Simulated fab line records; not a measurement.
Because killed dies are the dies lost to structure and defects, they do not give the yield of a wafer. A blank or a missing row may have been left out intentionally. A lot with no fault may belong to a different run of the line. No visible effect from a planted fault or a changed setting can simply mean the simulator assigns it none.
Split-lot experiment + flow n5_finfet + 21 wafers read from 7 lots, route of 1938 steps

== SPLIT DETAILS ==
At N5_FIN_SAQP_EXPOSE_13 (exposes mask FIN CORE, target cd 35.6 nm), the setting dose_mj was moved away from the recipe's 63.25 on 5 of the 21 wafers read, by -6.6% to +6.0%. The other wafers ran this setting at the recipe's value.

== BETWEEN THE SPLIT AND THE READING: the file shows 1 step in between ==
- N5_FIN_SAQP_DEVELOP_15: develop time 30 s (also split here: develop_time_s)

== THE READING ==
cd_nm at N5_FIN_SAQP_CD_MEAS_16, given in nm (cd target 35.6 nm). Typical for fault-free wafers on this fab line: 35.64 nm, with standard deviation 0.3 nm.

| wafer  | tool, chamber at the split | dose_mj as run | against the recipe | cd_nm, nm | against lot-mates on the recipe |
|--------|----------------------------|----------------|--------------------|-----------|---------------------------------|
| L076.1 | arfi_scanner-02, 0         | 63.25          | recipe             | 35.71     | -                               |
| L076.3 | arfi_scanner-02, 0         | 63.25          | recipe             | 36.09     | -                               |
| L076.5 | arfi_scanner-02, 0         | 63.25          | recipe             | 35.87     | -                               |
| L077.2 | arfi_scanner-03, 0         | 63.25          | recipe             | 35.85     | -                               |
| L077.3 | arfi_scanner-03, 0         | 63.25          | recipe             | 35.79     | -                               |
| L077.6 | arfi_scanner-03, 0         | 63.25          | recipe             | 35.86     | -                               |
| L078.3 | arfi_scanner-03, 0         | 63.25          | recipe             | 34.95     | -                               |
| L078.4 | arfi_scanner-03, 0         | 63.25          | recipe             | 35.69     | -                               |
| L078.6 | arfi_scanner-03, 0         | 59.1           | -6.6%              | 37.28     | +1.96                           |
| L080.3 | arfi_scanner-02, 0         | 63.25          | recipe             | 35.36     | -                               |
| L080.4 | arfi_scanner-02, 0         | 63.25          | recipe             | 35.33     | -                               |
| L080.5 | arfi_scanner-02, 0         | 63.25          | recipe             | 35.34     | -                               |
| L083.3 | arfi_scanner-02, 0         | 63.25          | recipe             | 36.42     | -                               |
| L083.5 | arfi_scanner-02, 0         | 63.25          | recipe             | 35.50     | -                               |
| L083.6 | arfi_scanner-02, 0         | 65.96          | +4.3%              | 35.15     | -0.81                           |
| L086.1 | arfi_scanner-01, 0         | 63.25          | recipe             | 35.18     | -                               |
| L086.3 | arfi_scanner-01, 0         | 67.02          | +6.0%              | 33.65     | -1.80                           |
| L086.5 | arfi_scanner-01, 0         | 63.25          | recipe             | 35.73     | -                               |
| L091.1 | arfi_scanner-03, 0         | 63.25          | recipe             | 35.52     | -                               |
| L091.3 | arfi_scanner-03, 0         | 65.17          | +3.0%              | 35.02     | -0.50                           |
| L091.4 | arfi_scanner-03, 0         | 65.17          | +3.0%              | 35.02     | -0.50                           |

FIT RESULTS
A straight line over all 21 wafers: cd_nm changes by -0.248 nm for each +1% of dose_mj; r = -0.85; the points scatter about the line by 0.37 nm.
The same after taking each lot's own level away (the mean of its wafers on the recipe; 21 wafers): -0.265 nm for each +1%; r = -0.93; scatter 0.26 nm.
On that fit, the largest move of dose_mj shifts the reading by 1.7 nm.
The span of the lots' own levels, 35.320 to 35.960 nm, comes to 2.1 times the standard deviation stated above.
So the lot-to-lot level changes the slope little: the two slopes agree.
Check: +1.61 nm against its lot-mates is what the line predicts for one of the wafers moved furthest among these (-6.6%) when that wafer is left out of the fit. It came out at +1.96 nm against them.

== THE OTHER SPLITS THESE WAFERS WENT THROUGH ==
These wafers also went through other splits before the reading. Each is held against what the fit with the lots' levels taken away leaves over:
| other split on the same wafers                    | wafers away from the commonest value | r with cd_nm (lot level and that fit taken away) |
|---------------------------------------------------|--------------------------------------|--------------------------------------------------|
| N5_ZERO_LAYER_COAT_05 spin_rpm                    | 8                                    | -0.05                                            |
| N5_ZERO_LAYER_EXPOSE_08 dose_mj                   | 9                                    | -0.19                                            |
| N5_PMOS_HMC_CHANNEL_EPI_PEB_07 peb_time_s         | 8                                    | -0.09                                            |
| N5_PMOS_HMC_CHANNEL_EPI_DEVELOP_08 develop_time_s | 11                                   | +0.03                                            |
| N5_FIN_SAQP_DEVELOP_15 develop_time_s             | 9                                    | -0.51                                            |

== FILE'S OWN FIT ==
cd_nm changes by -0.269 nm for each +1% of dose_mj, r = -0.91.
